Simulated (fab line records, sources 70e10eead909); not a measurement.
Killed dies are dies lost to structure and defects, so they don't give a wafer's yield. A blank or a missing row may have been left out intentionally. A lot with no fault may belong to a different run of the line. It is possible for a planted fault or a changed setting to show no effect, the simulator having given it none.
Which tool was responsible? + flow nand harc + 18 wafers from 6 lots sampled at 2 of the route's 1302 steps

WHAT EACH GAUGE READ, for each wafer
NHARC_A_CHANNEL_HOLE_D1_INSPECT_12.
| lot  | measured     | on                | raw defect count |
|------|--------------|-------------------|------------------|
| L924 | day 10 02:28 | defect inspect-02 | 336 302 305      |
| L933 | day 13 20:22 | defect inspect-02 | 5 9 9            |
| L934 | day 14 12:50 | defect inspect-02 | 6 1 4            |
| L936 | day 15 07:56 | defect inspect-01 | 7 5 4            |
| L940 | day 16 23:34 | defect inspect-02 | 1 3 6            |
| L942 | day 17 16:53 | defect inspect-01 | 5 5 2            |

WHAT TOOL EACH LOT RAN ON (gives the tool, then ch and the chambers of the sampled wafers, and finally the start)
| lot  | NHARC_A_CHANNEL_HOLE_D1_DEP_00 |
|------|--------------------------------|
| L924 | acl dep-03 ch 0, day 10 00:39  |
| L933 | acl dep-02 ch 0, day 13 17:31  |
| L934 | acl dep-03 ch 0, day 14 10:44  |
| L936 | acl dep-03 ch 0, day 15 05:01  |
| L940 | acl dep-02 ch 0, day 16 20:57  |
| L942 | acl dep-02 ch 0, day 17 15:10  |
- NHARC_A_CHANNEL_HOLE_D1_DEP_00: deposits aC, target thk 3100 nm.

THE ANSWER, worked out from the rows above alone
Rule: what is usual is taken from the lots themselves. Put in order of their means at a reading, lots are off if they are a third of the lots or fewer, leave a main group of 4 or more, and stand apart from it by a gap of 3 or more times the standard deviation of the main group's means; of several such gaps the widest counts. A main group is skipped when, at the precision printed for the reading in the tables above, its means are all equal. Also off: a lot with no number at a reading for which 4 or more lots have one. Any other lot the step has rows for is counted as sound.
Off at NHARC_A_CHANNEL_HOLE_D1_INSPECT_12 (raw defect count): L924. Main group: mean 4.8, sd 1.6.
If a tool, at a process step before that reading, ran all the lots that are off and no sound lot after the first of them, it fits. The gauges at NHARC_A_CHANNEL_HOLE_D1_INSPECT_12 are tried like those tools. Of those tried, none fits.

WHAT WAS PUT IN BY THE SIMULATOR
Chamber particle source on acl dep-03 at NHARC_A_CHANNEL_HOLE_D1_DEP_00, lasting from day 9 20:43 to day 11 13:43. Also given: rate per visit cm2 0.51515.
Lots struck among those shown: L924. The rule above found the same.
